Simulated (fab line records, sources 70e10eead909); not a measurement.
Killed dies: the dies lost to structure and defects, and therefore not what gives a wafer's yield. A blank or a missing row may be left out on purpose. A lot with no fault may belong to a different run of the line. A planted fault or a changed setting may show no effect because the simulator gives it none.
Chamber matching ; flow nand harc ; ald hk-02 running NHARC_A_CHANNEL_FILL_D1_ALD_25: 4 sister chambers
The step deposits SiOx, target thk 60 nm, pulse time 10 s, ald cycles 600. 16 wafers are shown with their chamber, then 8 later ones without.

== WAFERS, EACH WITH ITS CHAMBER ==
wafer;chamber;heater power w (W);precursor pulse height rel
L076.1;2;397;0.979
L076.3;3;446;0.995
L076.5;2;398;0.990
L078.2;2;399;0.976
L078.4;3;449;1.002
L078.5;2;412;1.000
L081.2;2;410;1.012
L081.3;1;503;0.998
L081.5;1;495;0.998
L084.2;2;402;0.985
L084.4;1;502;1.016
L084.6;1;495;1.005
L085.4;2;425;0.993
L085.5;0;537;1.002
L085.6;3;426;1.012
L091.1;3;420;1.019

SIGNATURES, as means of the wafers listed above
reading;chamber 0;chamber 1;chamber 2;chamber 3;scatter within a chamber
heater power w;537.00;498.75;406.14;435.25;10.4
precursor pulse height rel;1.00200;1.00425;0.99071;1.00700;0.0111
Rule: a wafer lies at a distance from a chamber equal to the root of the sum of squares, over the readings, of (its reading less the chamber's mean, divided by the reading's scatter). If the next closest chamber is less than 2 further off than the closest, the wafer can't be placed; otherwise it belongs to the closest. The scatter: take each reading less its chamber's mean, square it, sum over the shown wafers, divide by the number of wafers less the number of chambers, and take the root.

== WAFERS WITHOUT THEIR CHAMBER ==
wafer;heater power w (W);precursor pulse height rel
L091.2;474;1.043
L091.3;418;0.996
L093.2;467;0.984
L093.3;523;1.012
L093.5;414;0.990
L097.1;477;0.986
L097.2;515;0.999
L097.4;430;1.012

== THE CHAMBER EACH PASSED THROUGH ==
wafer;from the rows above;in truth
L091.2;can't be placed: 1 or 3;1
L091.3;can't be placed: 2 or 3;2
L093.2;can't be placed: 1 or 3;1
L093.3;can't be placed: 0 or 1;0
L093.5;can't be placed: 2 or 3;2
L097.1;can't be placed: 1 or 3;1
L097.2;can't be placed: 1 or 0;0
L097.4;3;3
Placed correctly: 1 of 8. Not placeable from these rows: 7 (in 7, the candidates include the true chamber). Wrongly placed: 0.
